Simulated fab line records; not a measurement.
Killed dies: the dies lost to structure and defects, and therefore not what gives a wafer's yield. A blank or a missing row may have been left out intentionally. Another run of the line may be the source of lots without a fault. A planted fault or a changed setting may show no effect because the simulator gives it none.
Matching of chambers	flow n5_finfet	N5_BEOL_M11_PECVD_70 on pecvd-02 has 3 sister chambers
The step deposits SiO2 from TEOS/O2, target thk 20 nm, time 22.7 s. 6 wafers are shown with their chamber, then 11 later ones without.

WAFERS PAIRED WITH THEIR CHAMBERS
wafer	chamber	throttle_valve_pct (%)	showerhead_plenum_p_Torr (Torr)
L089.1	1	23.8	8.77
L089.3	0	24.8	8.64
L089.4	0	25.0	8.64
L089.5	2	20.8	8.85
L089.6	1	24.0	8.74
L091.1	2	20.5	8.80

WAFERS WITHOUT THEIR CHAMBER
wafer	throttle_valve_pct (%)	showerhead_plenum_p_Torr (Torr)
L091.2	25.0	8.66
L091.3	24.2	8.76
L090.2	23.7	8.76
L090.3	20.8	8.85
L090.6	24.1	8.77
L092.1	20.8	8.84
L092.2	23.9	8.77
L092.3	24.7	8.65
L092.4	20.8	8.82
L092.5	23.9	8.74
L092.6	25.0	8.67

WHICH CHAMBER EACH WENT THROUGH
wafer	from the rows above	in truth
L091.2	0	0
L091.3	1	1
L090.2	1	1
L090.3	2	2
L090.6	1	1
L092.1	2	2
L092.2	1	1
L092.3	0	0
L092.4	2	2
L092.5	1	1
L092.6	0	0
Correctly placed: 11 of 11. Left unplaced by these rows: 0. Wrongly placed: 0.
How it was worked out, from the rows above alone: a wafer's distance from a chamber is the root of the sum, over the readings, of the square of ((its reading less the chamber's mean) divided by the reading's scatter). If the next closest chamber is less than 2 further off than the closest, the wafer can't be placed; otherwise it belongs to the closest. For every chamber, the mean is computed from those of its wafers that are shown. How the scatter is found: for the shown wafers, subtract from each reading the mean of its chamber, square and add these, divide the total by (wafers less chambers), then take the root.
